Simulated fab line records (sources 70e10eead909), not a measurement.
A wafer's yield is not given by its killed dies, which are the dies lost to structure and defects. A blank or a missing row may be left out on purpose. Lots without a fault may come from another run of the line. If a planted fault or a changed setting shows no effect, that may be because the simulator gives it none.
fab line records ; flow nandHarc
record lots=24; wafers=72; lastDay=33
route steps=1302 shown A_WL_FILL@975 A_CONTACT@1000
lots that met no fault: from a run of the same line without faults
startH: hours from the record's first day to the start of the lot's first wafer shown ; waitH: time in hours since the lot's previous step ; " unchanged from the row above ; L1.1+2: a single row standing in for several wafers ; - no value, or no start was given ; * or withheld: withheld ; < > ~ a bound
route shown NAME@n: a module of which the file shows steps, and the number in the route of the first ; usual: mean/standard deviation of fault-free wafers ; same: alike in all rows ; chamber/n: place in a boat ; sites: the reading at each site ; _std_site: the standard deviation of these ; _edge_site: mean of outer sites minus mean of inner sites ; radiusMm: for every site, how far away it sits from the centre of the wafer ; mask NAME#n: copy n ; behind: tool/chamber where the wafer was last shaped ; hold: the reason the lot was held/the length of the hold in hours/how it ended ; device: transistor that didn't switch, given as n, p or np ; end of line: tests of these same wafers at the route's end ; where a step has no rows: the recipe by itself ; killed: dies that structure and defects cost at the first sort, which is not the same as the wafer's yield ; map: the dies of a wafer, with x for killed, . for not killed, _ for no die there
set.NAME: the setting the step ran with; set.NAME@STEP: the setting that earlier step ran with ; model.NAME: the simulator's own value behind a step, which no gauge read
the route's steps for a sample of lots (tables are steps, rows are wafers)
services: the hour from which a tool's chamber was out of use, counted from the record's first day as startH (under 0 if before that day), plus the number of hours and why
## steps
# step NHARC_A_WL_FILL_ALD_19
# recipe targetThkA=20; pulseTimeS=3; aldCycles=100; tempC=450; material=TiN
# usual heaterPowerW=1082/91; precursorPulseHeightRel=0.997/0.021
lot.wafer;tool;chamber;startH;waitH;heaterPowerW;precursorPulseHeightRel;sinceWetCleanH
L074.3;aldMetal-04;3;492.11;0.1;909;1.019;8
L074.2;aldMetal-04;1;492.11;0.1;1111;1.003;8
L074.6;aldMetal-04;0;492.11;0.1;1097;0.999;-
L075.4;aldMetal-02;2;494.37;0.1;1061;0.979;52
L075.6;aldMetal-02;1;494.37;0.1;1181;1.019;-
L075.5;aldMetal-02;2;494.37;0.1;1082;1.011;-
L076.3;aldMetal-02;0;511.75;0.1;1084;1.022;70
L076.2;aldMetal-02;1;511.75;0.1;1206;1.011;70
L076.6;aldMetal-02;3;511.75;0.1;971;0.972;-
L077.2;aldMetal-01;2;511.75;0.1;948;0.995;154
L077.4;aldMetal-01;0;511.75;0.1;1149;0.966;154
L077.5;aldMetal-01;1;511.75;0.1;986;0.996;-
L078.1;aldMetal-01;1;525.53;0.1;1004;0.997;168
L078.3;aldMetal-01;2;525.53;0.1;952;1.004;168
L078.6;aldMetal-01;1;525.53;0.1;987;0.992;-
L079.1;aldMetal-04;2;525.59;0.2;1200;0.973;42
L079.4;aldMetal-04;0;525.59;0.2;1106;1.004;-
L079.5;aldMetal-04;1;525.59;0.2;1086;1.005;-
L080.1;aldMetal-02;0;555.83;0.1;1055;0.964;114
L080.2;aldMetal-02;1;555.83;0.1;1193;0.968;114
L080.4;aldMetal-02;2;555.83;0.1;1081;1.004;114
L081.4;aldMetal-04;1;555.86;0.1;1114;0.983;72
L081.2;aldMetal-04;2;555.86;0.1;1222;1.003;72
L081.3;aldMetal-04;3;555.86;0.1;947;0.980;72
L082.1;aldMetal-02;3;572.30;0.1;953;0.985;130
L082.3;aldMetal-02;2;572.30;0.1;1071;0.995;130
L082.5;aldMetal-02;0;572.30;0.1;1057;0.992;-
L083.3;aldMetal-04;3;578.49;0.2;965;0.976;95
L083.6;aldMetal-04;0;578.49;0.2;1065;0.980;-
L083.5;aldMetal-04;1;578.49;0.2;1125;1.022;-
L085.2;aldMetal-01;3;588.36;0.1;1080;1.021;52
L085.4;aldMetal-01;1;588.36;0.1;1039;0.962;52
L085.5;aldMetal-01;3;588.36;0.1;1053;0.975;-
L084.3;aldMetal-02;2;591.49;0.1;1061;1.033;150
L084.2;aldMetal-02;3;591.49;0.1;968;0.964;150
L084.6;aldMetal-02;0;591.49;0.1;1089;0.972;-
L086.3;aldMetal-01;1;604.36;0.1;1022;0.980;68
L086.6;aldMetal-01;3;604.36;0.1;1059;0.983;-
L086.5;aldMetal-01;0;604.36;0.1;1156;0.973;-
L087.1;aldMetal-01;2;621.87;0.2;1043;0.989;86
L087.6;aldMetal-01;3;621.87;0.2;1070;0.999;-
L087.5;aldMetal-01;0;621.87;0.2;1170;0.994;-
L088.3;aldMetal-01;0;633.69;0.1;1199;1.006;98
L088.2;aldMetal-01;1;633.69;0.1;1027;0.991;98
L088.6;aldMetal-01;0;633.69;0.1;1190;1.003;-
L089.1;aldMetal-02;3;633.71;0.1;916;1.013;14
L089.6;aldMetal-02;0;633.71;0.1;1050;0.998;-
L089.5;aldMetal-02;2;633.71;0.1;1087;0.975;-
L090.2;aldMetal-04;2;637.26;0.1;1224;0.975;153
L090.1;aldMetal-04;0;637.26;0.1;1092;0.996;153
L090.5;aldMetal-04;2;637.26;0.1;1211;1.002;-
L091.4;aldMetal-04;0;643.08;0.1;1139;1.001;159
L091.2;aldMetal-04;3;643.08;0.1;935;0.971;159
L091.5;aldMetal-04;1;643.08;0.1;1147;0.966;-
L092.1;aldMetal-02;3;662.04;0.1;877;0.997;42
L092.3;aldMetal-02;0;662.04;0.1;1095;1.006;42
L092.5;aldMetal-02;1;662.04;0.1;1238;1.015;-
L094.1;aldMetal-02;0;676.53;0.1;1064;1.023;57
L094.2;aldMetal-02;1;676.53;0.1;1241;0.980;57
L094.3;aldMetal-02;2;676.53;0.1;1070;0.979;57
L093.4;aldMetal-01;2;676.58;0.1;1049;0.974;141
L093.1;aldMetal-01;3;676.58;0.1;1087;0.991;141
L093.2;aldMetal-01;0;676.58;0.1;1181;1.031;141
L095.3;aldMetal-01;1;695.75;0.1;1035;0.979;160
L095.1;aldMetal-01;2;695.75;0.1;1056;0.999;160
L095.4;aldMetal-01;3;695.75;0.1;1091;1.002;160
L096.4;aldMetal-02;1;707.70;0.1;1289;1.030;88
L096.2;aldMetal-02;3;707.70;0.1;905;1.000;88
L096.6;aldMetal-02;1;707.70;0.1;1236;1.010;-
L097.3;aldMetal-04;0;707.70;0.1;1072;1.021;46
L097.1;aldMetal-04;1;707.70;0.1;1094;1.026;46
L097.4;aldMetal-04;2;707.70;0.1;1256;0.989;46
# step NHARC_A_CONTACT_DESCUM_47
# recipe timeS=3; o2FlowSccm=200; arFlowSccm=0; biasPowerW=0; chemistry=O2
# usual drypumpMotorCurrentA=5.6/0.48; oesProductAu=0.998/0.0084; rfVppV=57.8/0.93; showerheadPlenumPTorr=1.92/0.11; throttleValvePct=11.312/0.0094
# same timeS=3
lot.wafer;tool;chamber;startH;waitH;drypumpMotorCurrentA;oesProductAu;rfHoursCounterH;rfVppV;showerheadPlenumPTorr;throttleValvePct
L074.3;rieDiel-04;1;503.00;0.1;5.6;0.989;23;58.2;2.03;11.317
L074.2;rieDiel-04;3;503.00;0.1;6.3;0.986;23;57.6;1.77;11.316
L074.6;rieDiel-04;0;503.00;0.1;4.9;0.999;-;57.9;2.02;11.314
L075.4;rieDiel-11;1;503.17;0.1;5.4;1.003;19;56.6;1.96;11.317
L075.5;rieDiel-11;2;503.17;0.1;6.4;0.994;-;58.2;2.07;11.302
L075.6;rieDiel-11;3;503.17;0.1;5.4;1.009;-;56.6;1.79;11.305
L077.2;rieDiel-04;1;518.48;0.1;5.6;0.983;26;58.9;2.03;11.309
L077.4;rieDiel-04;2;518.48;0.1;5.6;0.989;25;56.5;1.86;11.318
L077.5;rieDiel-04;3;518.48;0.1;6.3;0.983;-;57.1;1.77;11.321
L076.2;rieDiel-04;2;518.63;0.1;5.6;0.987;25;57.1;1.86;11.320
L076.3;rieDiel-04;3;518.63;0.1;6.3;0.987;28;58.3;1.77;11.315
L076.6;rieDiel-04;0;518.63;0.1;4.9;0.990;-;57.7;2.02;11.323
L078.1;rieDiel-11;0;537.27;0.1;5.5;1.003;31;56.8;1.87;11.316
L078.3;rieDiel-11;3;537.27;0.1;5.4;1.012;33;57.2;1.79;11.303
L078.6;rieDiel-11;1;537.27;0.1;5.4;1.010;-;57.9;1.96;11.302
L079.1;rieDiel-11;0;537.84;0.3;5.5;1.009;31;58.2;1.87;11.314
L079.4;rieDiel-11;3;537.84;0.3;5.4;1.009;34;57.9;1.79;11.308
L079.5;rieDiel-11;1;537.84;0.3;5.4;1.008;-;58.0;1.96;11.311
L080.2;rieDiel-04;1;566.03;0.1;5.6;0.996;4;58.1;2.03;11.312
L080.1;rieDiel-04;2;566.03;0.1;5.7;1.006;3;58.2;1.86;11.310
L080.4;rieDiel-04;0;566.03;0.1;4.9;1.000;4;57.7;2.02;11.323
L081.3;rieDiel-04;0;566.43;0.1;4.9;0.990;4;57.5;2.02;11.292
L081.2;rieDiel-04;3;566.43;0.1;6.3;1.000;3;58.0;1.77;11.312
L081.4;rieDiel-04;1;566.43;0.1;5.6;1.000;-;58.2;2.03;11.315
L082.3;rieDiel-04;2;580.01;0.1;5.6;0.997;4;57.3;1.86;11.308
L082.1;rieDiel-04;1;580.01;0.1;5.6;0.991;7;58.3;2.02;11.324
L082.5;rieDiel-04;3;580.01;0.1;6.3;0.993;-;57.4;1.77;11.333
L083.3;rieDiel-04;3;585.21;0.1;6.3;1.001;7;58.0;1.77;11.319
L083.6;rieDiel-04;0;585.21;0.1;4.9;0.991;-;56.6;2.02;11.311
L083.5;rieDiel-04;1;585.21;0.1;5.6;0.992;-;59.1;2.02;11.318
L085.2;rieDiel-11;3;595.02;0.1;5.4;1.006;57;56.1;1.78;11.310
L085.4;rieDiel-11;0;595.02;0.1;5.5;1.000;50;57.7;1.86;11.312
L085.5;rieDiel-11;0;595.02;0.1;5.5;1.002;-;57.6;1.86;11.302
L084.3;rieDiel-04;3;599.87;0.1;6.3;1.000;10;57.3;1.77;11.310
L084.2;rieDiel-04;1;599.87;0.1;5.6;1.004;11;59.7;2.02;11.307
L084.6;rieDiel-04;0;599.87;0.1;4.9;1.007;-;58.1;2.02;11.308
L086.3;rieDiel-04;2;611.61;0.1;5.7;0.995;11;56.6;1.86;11.308
L086.6;rieDiel-04;2;611.61;0.1;5.6;0.994;-;57.5;1.86;11.300
L086.5;rieDiel-04;3;611.61;0.1;6.3;1.007;-;55.7;1.77;11.302
L087.1;rieDiel-11;3;628.91;0.1;5.4;1.011;5;56.7;1.78;11.325
L087.6;rieDiel-11;1;628.91;0.1;5.4;0.996;-;58.3;1.95;11.312
L087.5;rieDiel-11;2;628.91;0.1;6.4;0.994;-;57.6;2.05;11.322
L088.2;rieDiel-04;3;640.63;0.1;6.3;1.001;16;56.1;1.76;11.313
L088.3;rieDiel-04;2;640.63;0.1;5.7;0.997;15;57.5;1.86;11.320
L088.6;rieDiel-04;3;640.63;0.1;6.3;1.004;-;56.1;1.76;11.300
L089.1;rieDiel-11;0;641.02;0.1;5.6;1.008;9;57.1;1.86;11.314
L089.5;rieDiel-11;2;641.02;0.1;6.4;1.015;-;57.8;2.05;11.306
L089.6;rieDiel-11;3;641.02;0.1;5.4;1.001;-;58.5;1.78;11.318
L090.1;rieDiel-04;0;649.02;0.1;4.9;0.992;20;58.5;2.01;11.313
L090.2;rieDiel-04;2;649.02;0.1;5.7;1.001;17;58.2;1.86;11.303
L090.5;rieDiel-04;1;649.02;0.1;5.6;0.986;-;58.8;2.02;11.325
L091.4;rieDiel-04;3;651.60;0.1;6.3;0.999;19;58.6;1.76;11.306
L091.2;rieDiel-04;0;651.60;0.1;4.9;0.987;21;58.2;2.01;11.327
L091.5;rieDiel-04;0;651.60;0.1;4.9;0.991;-;58.5;2.01;11.318
L092.1;rieDiel-04;3;668.60;0.1;6.2;0.996;22;57.8;1.76;11.301
L092.3;rieDiel-04;0;668.60;0.1;4.9;1.002;25;57.7;2.01;11.293
L092.5;rieDiel-04;1;668.60;0.1;5.6;0.993;-;58.3;2.02;11.309
L094.3;rieDiel-11;3;684.03;0.1;5.4;1.008;21;57.6;1.77;11.303
L094.2;rieDiel-11;0;684.03;0.1;5.5;1.014;22;58.0;1.85;11.299
L094.1;rieDiel-11;1;684.03;0.1;5.4;1.004;22;57.4;1.94;11.320
L093.1;rieDiel-04;1;684.19;0.1;5.6;0.995;26;58.9;2.02;11.311
L093.4;rieDiel-04;3;684.19;0.1;6.3;1.003;25;58.1;1.76;11.309
L093.2;rieDiel-04;0;684.19;0.1;4.9;1.002;28;57.8;2.01;11.310
L095.4;rieDiel-04;0;702.33;0.1;4.9;0.997;30;56.3;2.01;11.299
L095.1;rieDiel-04;1;702.33;0.1;5.6;0.977;29;58.3;2.02;11.304
L095.3;rieDiel-04;2;702.33;0.1;5.7;0.985;26;58.0;1.86;11.324
L096.2;rieDiel-08;0;714.48;0.1;4.9;0.999;49;59.6;2.02;11.297
L096.4;rieDiel-08;1;714.48;0.1;5.7;1.003;46;59.5;2.06;11.322
L096.6;rieDiel-08;0;714.48;0.1;4.9;0.999;-;58.1;2.02;11.311
L097.3;rieDiel-08;2;716.79;0.1;6.3;0.989;46;58.4;1.88;11.303
L097.4;rieDiel-08;0;716.79;0.1;4.8;1.003;50;56.0;2.02;11.307
L097.1;rieDiel-08;1;716.79;0.1;5.7;0.994;46;59.5;2.06;11.312
# step NHARC_A_CONTACT_ETCH_111
# recipe sourceW=withheld; pressureMtorr=20; biasV=withheld; timeS=140; targetDepthA=7000; arFlowSccm=withheld; c4f8FlowSccm=withheld; o2FlowSccm=withheld; chemistry=C4F8/O2/Ar
# same timeS=140
lot.wafer;tool;chamber;startH;waitH;rfHoursCounterH
L074.2;harCapEtch-02;0;504.85;-;84
L074.3;harCapEtch-02;0;504.85;-;-
L074.6;harCapEtch-02;0;504.85;-;-
L075.4;harCapEtch-03;1;508.00;-;-
L075.5;harCapEtch-03;1;508.00;-;-
L075.6;harCapEtch-03;0;508.00;-;-
L077.2;harCapEtch-03;1;520.51;-;45
L077.4;harCapEtch-03;0;520.51;-;-
L077.5;harCapEtch-03;0;520.51;-;-
L076.2;harCapEtch-01;1;521.34;-;2
L076.3;harCapEtch-01;0;521.34;-;-
L076.6;harCapEtch-01;0;521.34;-;-
L078.1;harCapEtch-02;0;539.41;-;93
L078.3;harCapEtch-02;1;539.41;-;-
L078.6;harCapEtch-02;1;539.41;-;-
L079.1;harCapEtch-01;0;541.11;-;6
L079.4;harCapEtch-01;0;541.11;-;-
L079.5;harCapEtch-01;0;541.11;-;-
L080.1;harCapEtch-01;1;568.39;-;10
L080.2;harCapEtch-01;0;568.39;-;10
L080.4;harCapEtch-01;0;568.39;-;-
L081.2;harCapEtch-02;0;569.53;-;98
L081.3;harCapEtch-02;0;569.53;-;-
L081.4;harCapEtch-02;1;569.53;-;-
L082.1;harCapEtch-02;0;581.87;-;100
L082.3;harCapEtch-02;1;581.87;-;-
L082.5;harCapEtch-02;0;581.87;-;-
L083.3;harCapEtch-03;0;587.21;-;-
L083.5;harCapEtch-03;0;587.21;-;-
L083.6;harCapEtch-03;1;587.21;-;-
L085.2;harCapEtch-02;0;596.85;-;103
L085.4;harCapEtch-02;1;596.85;-;-
L085.5;harCapEtch-02;0;596.85;-;-
L084.2;harCapEtch-03;0;601.71;-;61
L084.3;harCapEtch-03;1;601.71;-;-
L084.6;harCapEtch-03;1;601.71;-;-
L086.3;harCapEtch-02;1;613.65;-;-
L086.6;harCapEtch-02;1;613.65;-;-
L086.5;harCapEtch-02;0;613.65;-;-
L087.1;harCapEtch-01;1;630.76;-;22
L087.6;harCapEtch-01;0;630.76;-;-
L087.5;harCapEtch-01;1;630.76;-;-
L089.1;harCapEtch-02;1;642.82;-;111
L089.5;harCapEtch-02;1;642.82;-;-
L089.6;harCapEtch-02;0;642.82;-;-
L088.2;harCapEtch-01;1;642.82;-;24
L088.3;harCapEtch-01;0;642.82;-;-
L088.6;harCapEtch-01;0;642.82;-;-
L090.2;harCapEtch-02;1;650.84;-;113
L090.1;harCapEtch-02;0;650.84;-;113
L090.5;harCapEtch-02;1;650.84;-;-
L091.2;harCapEtch-01;1;653.41;-;26
L091.4;harCapEtch-01;1;653.41;-;-
L091.5;harCapEtch-01;1;653.41;-;-
L092.1;harCapEtch-03;1;670.40;-;74
L092.3;harCapEtch-03;0;670.40;-;-
L092.5;harCapEtch-03;0;670.40;-;-
L094.1;harCapEtch-03;0;685.92;-;76
L094.2;harCapEtch-03;1;685.92;-;76
L094.3;harCapEtch-03;1;685.92;-;-
L093.1;harCapEtch-02;0;686.02;-;122
L093.2;harCapEtch-02;1;686.02;-;122
L093.4;harCapEtch-02;1;686.02;-;-
L095.1;harCapEtch-03;1;704.19;-;80
L095.4;harCapEtch-03;0;704.19;-;-
L095.3;harCapEtch-03;1;704.19;-;-
L096.2;harCapEtch-01;0;716.33;-;36
L096.4;harCapEtch-01;1;716.33;-;-
L096.6;harCapEtch-01;0;716.33;-;-
L097.1;harCapEtch-02;0;718.61;-;127
L097.4;harCapEtch-02;0;718.61;-;-
L097.3;harCapEtch-02;1;718.61;-;-
# step NHARC_A_CONTACT_ETCH_121
# recipe sourceW=withheld; pressureMtorr=20; biasV=3000; timeS=190; targetDepthA=18500; arFlowSccm=withheld; c4f8FlowSccm=withheld; o2FlowSccm=withheld; chemistry=C4F8/O2/Ar
# same timeS=190
lot.wafer;tool;chamber;startH;waitH;rfHoursCounterH
L074.2;harCapEtch-02;0;506.59;0.1;86
L074.3;harCapEtch-02;0;506.59;0.1;-
L074.6;harCapEtch-02;0;506.59;0.1;-
L075.4;harCapEtch-03;1;509.73;0.1;-
L075.5;harCapEtch-03;1;509.73;0.1;-
L075.6;harCapEtch-03;0;509.73;0.1;-
L077.2;harCapEtch-03;1;522.25;0.1;47
L077.4;harCapEtch-03;0;522.25;0.1;-
L077.5;harCapEtch-03;0;522.25;0.1;-
L076.2;harCapEtch-01;1;523.59;0.2;3
L076.3;harCapEtch-01;0;523.59;0.2;-
L076.6;harCapEtch-01;0;523.59;0.2;-
L078.1;harCapEtch-02;0;541.37;0.1;94
L078.3;harCapEtch-02;1;541.37;0.1;-
L078.6;harCapEtch-02;1;541.37;0.1;-
L079.1;harCapEtch-01;0;544.19;0.3;7
L079.4;harCapEtch-01;0;544.19;0.3;-
L079.5;harCapEtch-01;0;544.19;0.3;-
L080.1;harCapEtch-01;1;570.12;0.1;11
L080.2;harCapEtch-01;0;570.12;0.1;11
L080.4;harCapEtch-01;0;570.12;0.1;-
L081.2;harCapEtch-02;0;571.28;0.1;99
L081.3;harCapEtch-02;0;571.28;0.1;-
L081.4;harCapEtch-02;1;571.28;0.1;-
L082.1;harCapEtch-02;0;583.62;0.1;101
L082.3;harCapEtch-02;1;583.62;0.1;-
L082.5;harCapEtch-02;0;583.62;0.1;-
L083.3;harCapEtch-03;0;588.94;0.1;-
L083.5;harCapEtch-03;0;588.94;0.1;-
L083.6;harCapEtch-03;1;588.94;0.1;-
L085.2;harCapEtch-02;0;598.58;0.1;105
L085.4;harCapEtch-02;1;598.58;0.1;-
L085.5;harCapEtch-02;0;598.58;0.1;-
L084.2;harCapEtch-03;0;603.46;0.1;62
L084.3;harCapEtch-03;1;603.46;0.1;-
L084.6;harCapEtch-03;1;603.46;0.1;-
L086.3;harCapEtch-02;1;615.95;0.2;-
L086.6;harCapEtch-02;1;615.95;0.2;-
L086.5;harCapEtch-02;0;615.95;0.2;-
L087.1;harCapEtch-01;1;633.07;0.2;23
L087.6;harCapEtch-01;0;633.07;0.2;-
L087.5;harCapEtch-01;1;633.07;0.2;-
L089.1;harCapEtch-02;1;644.63;0.1;113
L089.5;harCapEtch-02;1;644.63;0.1;-
L089.6;harCapEtch-02;0;644.63;0.1;-
L088.2;harCapEtch-01;1;644.85;0.2;25
L088.3;harCapEtch-01;0;644.85;0.2;-
L088.6;harCapEtch-01;0;644.85;0.2;-
L090.2;harCapEtch-02;1;652.57;0.1;115
L090.1;harCapEtch-02;0;652.57;0.1;115
L090.5;harCapEtch-02;1;652.57;0.1;-
L091.2;harCapEtch-01;1;655.15;0.1;28
L091.4;harCapEtch-01;1;655.15;0.1;-
L091.5;harCapEtch-01;1;655.15;0.1;-
L092.1;harCapEtch-03;1;672.13;0.1;75
L092.3;harCapEtch-03;0;672.13;0.1;-
L092.5;harCapEtch-03;0;672.13;0.1;-
L094.1;harCapEtch-03;0;687.65;0.1;78
L094.2;harCapEtch-03;1;687.65;0.1;78
L094.3;harCapEtch-03;1;687.65;0.1;-
L093.1;harCapEtch-02;0;687.75;0.1;124
L093.2;harCapEtch-02;1;687.75;0.1;124
L093.4;harCapEtch-02;1;687.75;0.1;-
L095.1;harCapEtch-03;1;706.51;0.2;82
L095.4;harCapEtch-03;0;706.51;0.2;-
L095.3;harCapEtch-03;1;706.51;0.2;-
L096.2;harCapEtch-01;0;718.06;0.1;37
L096.4;harCapEtch-01;1;718.06;0.1;-
L096.6;harCapEtch-01;0;718.06;0.1;-
L097.1;harCapEtch-02;0;720.35;0.1;129
L097.4;harCapEtch-02;0;720.35;0.1;-
L097.3;harCapEtch-02;1;720.35;0.1;-
# step NHARC_A_CONTACT_ETCH_122
# recipe sourceW=withheld; pressureMtorr=20; biasV=3000; timeS=190; targetDepthA=18500; arFlowSccm=withheld; c4f8FlowSccm=withheld; o2FlowSccm=withheld; chemistry=C4F8/O2/Ar
# same timeS=190
lot.wafer;tool;chamber;startH;waitH;rfHoursCounterH
L074.2;harCapEtch-02;0;506.76;0.1;86
L074.3;harCapEtch-02;0;506.76;0.1;-
L074.6;harCapEtch-02;0;506.76;0.1;-
L075.4;harCapEtch-03;1;509.90;0.1;-
L075.5;harCapEtch-03;1;509.90;0.1;-
L075.6;harCapEtch-03;0;509.90;0.1;-
L077.2;harCapEtch-03;1;522.42;0.1;47
L077.4;harCapEtch-03;0;522.42;0.1;-
L077.5;harCapEtch-03;0;522.42;0.1;-
L076.2;harCapEtch-01;1;523.82;0.2;3
L076.3;harCapEtch-01;0;523.82;0.2;-
L076.6;harCapEtch-01;0;523.82;0.2;-
L078.1;harCapEtch-02;0;541.54;0.1;94
L078.3;harCapEtch-02;1;541.54;0.1;-
L078.6;harCapEtch-02;1;541.54;0.1;-
L079.1;harCapEtch-01;0;544.49;0.3;8
L079.4;harCapEtch-01;0;544.49;0.3;-
L079.5;harCapEtch-01;0;544.49;0.3;-
L080.1;harCapEtch-01;1;570.29;0.1;12
L080.2;harCapEtch-01;0;570.29;0.1;12
L080.4;harCapEtch-01;0;570.29;0.1;-
L081.2;harCapEtch-02;0;571.46;0.1;99
L081.3;harCapEtch-02;0;571.46;0.1;-
L081.4;harCapEtch-02;1;571.46;0.1;-
L082.1;harCapEtch-02;0;583.79;0.1;102
L082.3;harCapEtch-02;1;583.79;0.1;-
L082.5;harCapEtch-02;0;583.79;0.1;-
L083.3;harCapEtch-03;0;589.11;0.1;-
L083.5;harCapEtch-03;0;589.11;0.1;-
L083.6;harCapEtch-03;1;589.11;0.1;-
L085.2;harCapEtch-02;0;598.76;0.1;105
L085.4;harCapEtch-02;1;598.76;0.1;-
L085.5;harCapEtch-02;0;598.76;0.1;-
L084.2;harCapEtch-03;0;603.63;0.1;62
L084.3;harCapEtch-03;1;603.63;0.1;-
L084.6;harCapEtch-03;1;603.63;0.1;-
L086.3;harCapEtch-02;1;616.18;0.2;-
L086.6;harCapEtch-02;1;616.18;0.2;-
L086.5;harCapEtch-02;0;616.18;0.2;-
L087.1;harCapEtch-01;1;633.30;0.2;23
L087.6;harCapEtch-01;0;633.30;0.2;-
L087.5;harCapEtch-01;1;633.30;0.2;-
L089.1;harCapEtch-02;1;644.81;0.1;113
L089.5;harCapEtch-02;1;644.81;0.1;-
L089.6;harCapEtch-02;0;644.81;0.1;-
L088.2;harCapEtch-01;1;645.08;0.2;26
L088.3;harCapEtch-01;0;645.08;0.2;-
L088.6;harCapEtch-01;0;645.08;0.2;-
L090.2;harCapEtch-02;1;652.74;0.1;115
L090.1;harCapEtch-02;0;652.74;0.1;115
L090.5;harCapEtch-02;1;652.74;0.1;-
L091.2;harCapEtch-01;1;655.32;0.1;28
L091.4;harCapEtch-01;1;655.32;0.1;-
L091.5;harCapEtch-01;1;655.32;0.1;-
L092.1;harCapEtch-03;1;672.30;0.1;75
L092.3;harCapEtch-03;0;672.30;0.1;-
L092.5;harCapEtch-03;0;672.30;0.1;-
L094.1;harCapEtch-03;0;687.82;0.1;78
L094.2;harCapEtch-03;1;687.82;0.1;78
L094.3;harCapEtch-03;1;687.82;0.1;-
L093.1;harCapEtch-02;0;687.92;0.1;124
L093.2;harCapEtch-02;1;687.92;0.1;124
L093.4;harCapEtch-02;1;687.92;0.1;-
L095.1;harCapEtch-03;1;706.73;0.2;82
L095.4;harCapEtch-03;0;706.73;0.2;-
L095.3;harCapEtch-03;1;706.73;0.2;-
L096.2;harCapEtch-01;0;718.23;0.1;38
L096.4;harCapEtch-01;1;718.23;0.1;-
L096.6;harCapEtch-01;0;718.23;0.1;-
L097.1;harCapEtch-02;0;720.53;0.1;129
L097.4;harCapEtch-02;0;720.53;0.1;-
L097.3;harCapEtch-02;1;720.53;0.1;-
# step NHARC_A_CONTACT_ETCH_123
# recipe sourceW=withheld; pressureMtorr=20; biasV=400; timeS=490; targetDepthA=21100; arFlowSccm=withheld; c4f8FlowSccm=11.5; o2FlowSccm=7.2; chemistry=C4F8/O2/Ar
# same timeS=490
lot.wafer;tool;chamber;startH;waitH;rfHoursCounterH
L074.2;harCapEtch-02;0;506.99;0.2;86
L074.3;harCapEtch-02;0;506.99;0.2;-
L074.6;harCapEtch-02;0;506.99;0.2;-
L075.4;harCapEtch-03;1;510.19;0.3;-
L075.5;harCapEtch-03;1;510.19;0.3;-
L075.6;harCapEtch-03;0;510.19;0.3;-
L077.2;harCapEtch-03;1;522.65;0.2;47
L077.4;harCapEtch-03;0;522.65;0.2;-
L077.5;harCapEtch-03;0;522.65;0.2;-
L076.2;harCapEtch-01;1;524.04;0.2;4
L076.3;harCapEtch-01;0;524.04;0.2;-
L076.6;harCapEtch-01;0;524.04;0.2;-
L078.1;harCapEtch-02;0;541.77;0.2;94
L078.3;harCapEtch-02;1;541.77;0.2;-
L078.6;harCapEtch-02;1;541.77;0.2;-
L079.1;harCapEtch-01;0;544.90;0.4;8
L079.4;harCapEtch-01;0;544.90;0.4;-
L079.5;harCapEtch-01;0;544.90;0.4;-
L080.1;harCapEtch-01;1;570.46;0.1;12
L080.2;harCapEtch-01;0;570.46;0.1;12
L080.4;harCapEtch-01;0;570.46;0.1;-
L081.2;harCapEtch-02;0;571.63;0.1;99
L081.3;harCapEtch-02;0;571.63;0.1;-
L081.4;harCapEtch-02;1;571.63;0.1;-
L082.1;harCapEtch-02;0;584.02;0.2;102
L082.3;harCapEtch-02;1;584.02;0.2;-
L082.5;harCapEtch-02;0;584.02;0.2;-
L083.3;harCapEtch-03;0;589.40;0.3;-
L083.5;harCapEtch-03;0;589.40;0.3;-
L083.6;harCapEtch-03;1;589.40;0.3;-
L085.2;harCapEtch-02;0;598.93;0.1;105
L085.4;harCapEtch-02;1;598.93;0.1;-
L085.5;harCapEtch-02;0;598.93;0.1;-
L084.2;harCapEtch-03;0;603.86;0.2;63
L084.3;harCapEtch-03;1;603.86;0.2;-
L084.6;harCapEtch-03;1;603.86;0.2;-
L086.3;harCapEtch-02;1;616.56;0.3;-
L086.6;harCapEtch-02;1;616.56;0.3;-
L086.5;harCapEtch-02;0;616.56;0.3;-
L087.1;harCapEtch-01;1;633.61;0.3;23
L087.6;harCapEtch-01;0;633.61;0.3;-
L087.5;harCapEtch-01;1;633.61;0.3;-
L089.1;harCapEtch-02;1;644.97;0.1;113
L089.5;harCapEtch-02;1;644.97;0.1;-
L089.6;harCapEtch-02;0;644.97;0.1;-
L088.2;harCapEtch-01;1;645.31;0.2;26
L088.3;harCapEtch-01;0;645.31;0.2;-
L088.6;harCapEtch-01;0;645.31;0.2;-
L090.2;harCapEtch-02;1;652.91;0.1;115
L090.1;harCapEtch-02;0;652.91;0.1;115
L090.5;harCapEtch-02;1;652.91;0.1;-
L091.2;harCapEtch-01;1;655.50;0.1;28
L091.4;harCapEtch-01;1;655.50;0.1;-
L091.5;harCapEtch-01;1;655.50;0.1;-
L092.1;harCapEtch-03;1;672.47;0.1;76
L092.3;harCapEtch-03;0;672.47;0.1;-
L092.5;harCapEtch-03;0;672.47;0.1;-
L094.1;harCapEtch-03;0;688.00;0.1;78
L094.2;harCapEtch-03;1;688.00;0.1;78
L094.3;harCapEtch-03;1;688.00;0.1;-
L093.1;harCapEtch-02;0;688.09;0.1;124
L093.2;harCapEtch-02;1;688.09;0.1;124
L093.4;harCapEtch-02;1;688.09;0.1;-
L095.1;harCapEtch-03;1;707.04;0.3;82
L095.4;harCapEtch-03;0;707.04;0.3;-
L095.3;harCapEtch-03;1;707.04;0.3;-
L096.2;harCapEtch-01;0;718.46;0.2;38
L096.4;harCapEtch-01;1;718.46;0.2;-
L096.6;harCapEtch-01;0;718.46;0.2;-
L097.1;harCapEtch-02;0;720.70;0.1;129
L097.4;harCapEtch-02;0;720.70;0.1;-
L097.3;harCapEtch-02;1;720.70;0.1;-
## services
tool;chamber;startH;hours;kind
harCapEtch-02;-;468.29;1.4;repair
aldMetal-04;-;474.00;10.0;pm
rieDiel-11;2;480.29;8.2;repair
rieDiel-04;2;484.07;5.5;repair
rieDiel-04;-;495.09;1.9;repair
harCapEtch-01;-;497.00;17.0;pm
rieDiel-04;-;509.26;0.9;repair
aldMetal-04;3;523.84;3.2;repair
aldMetal-01;-;526.00;10.0;pm
rieDiel-04;2;526.42;5.9;repair
rieDiel-04;-;531.96;9.0;pm
aldMetal-02;-;547.94;0.4;repair
rieDiel-04;2;566.36;3.8;repair
rieDiel-04;-;569.09;5.3;repair
rieDiel-04;3;575.41;3.6;repair
rieDiel-04;-;601.30;0.3;repair
aldMetal-02;-;610.00;10.0;pm
harCapEtch-01;-;616.27;0.9;repair
aldMetal-02;1;623.12;24.7;repair
harCapEtch-02;-;631.68;0.3;repair
rieDiel-04;1;637.52;5.0;repair
aldMetal-02;-;650.43;2.8;repair
aldMetal-01;-;704.00;10.0;pm
rieDiel-04;-;708.96;9.0;pm
## key
fault none
